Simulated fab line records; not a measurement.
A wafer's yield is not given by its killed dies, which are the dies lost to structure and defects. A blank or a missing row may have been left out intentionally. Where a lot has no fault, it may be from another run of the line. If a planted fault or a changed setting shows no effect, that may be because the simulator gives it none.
Matching of chambers	flow nand_harc	NHARC_A_CONTACT_DEP_85 on pecvd-02: 3 sister chambers
The step deposits SiON, target thk 50 nm. 3 wafers are shown with their chamber, then 9 later ones without.

== EACH WAFER AND ITS CHAMBER ==
wafer	chamber	heater_power_w (W)
L085.3	2	778
L085.4	1	836
L085.5	0	965

== WAFERS WITHOUT THEIR CHAMBER ==
wafer	heater_power_w (W)
L085.1	984
L085.2	829
L085.6	775
L088.1	918
L088.2	856
L088.4	748
L093.3	764
L093.5	831
L093.6	780

== CHAMBER TAKEN BY EACH ==
wafer	from the rows above	in truth
L085.1	0	0
L085.2	1	1
L085.6	2	2
L088.1	can't be placed: 0 or 1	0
L088.2	1	1
L088.4	2	2
L093.3	2	2
L093.5	1	1
L093.6	2	2
Correctly placed: 8 of 9. These rows do not allow placing 1 (true chamber among the candidates in 1). 0 placed wrongly.
How it was worked out, from the rows above alone: a wafer's distance from a chamber is the root of the sum, over the readings, of the square of ((its reading less the chamber's mean) divided by the reading's scatter). The wafer belongs to the nearest chamber; if the next one is less than 2 further off, it can't be placed. Each chamber's mean is taken over the wafers shown for it. The scatter: with one shown wafer a chamber, the root of the mean of the squares of how far each hidden wafer lies from its nearest shown one.
